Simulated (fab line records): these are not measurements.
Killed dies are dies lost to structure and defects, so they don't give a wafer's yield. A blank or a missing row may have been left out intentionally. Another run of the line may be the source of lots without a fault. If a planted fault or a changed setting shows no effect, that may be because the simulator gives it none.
Chamber matching ; flow n5_finfet ; 3 sister chambers for N5_BEOL_M6_ILD_DEP_00 on pecvd-03
The step deposits SiCOH lowk from DEMS/porogen, target thk 179.75 nm, time 33.4 s. 3 wafers are shown with their chamber, then 8 later ones without.

EACH WAFER AND ITS CHAMBER
wafer;chamber;throttle_valve_pct (%)
L082.4;1;14.1
L082.6;0;14.0
L091.4;2;13.5

WAFERS WITH NO CHAMBER GIVEN
wafer;throttle_valve_pct (%)
L091.5;13.5
L091.6;14.2
L095.1;13.6
L095.3;14.1
L095.4;13.5
L096.2;13.6
L096.3;13.8
L096.6;14.0

WHICH CHAMBER EACH WENT THROUGH
wafer;from the rows above;in truth
L091.5;2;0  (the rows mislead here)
L091.6;can't be placed: 1 or 0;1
L095.1;2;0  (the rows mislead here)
L095.3;can't be placed: 1 or 0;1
L095.4;2;2
L096.2;2;2
L096.3;can't be placed: 0 or 1 or 2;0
L096.6;can't be placed: 0 or 1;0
2 of 8 placed correctly. Not placeable from these rows: 4 (in 4, the candidates include the true chamber). Placed wrongly: 2.
How it was worked out, from the rows above alone: a wafer's distance from a chamber is the root of the sum, over the readings, of the square of ((its reading less the chamber's mean) divided by the reading's scatter). The wafer belongs to the nearest chamber; if the next one is less than 2 further off, it can't be placed. The mean given for a chamber averages the wafers shown for that chamber. The scatter: root of mean squared gap, hidden wafer to nearest shown wafer, with one shown wafer a chamber.
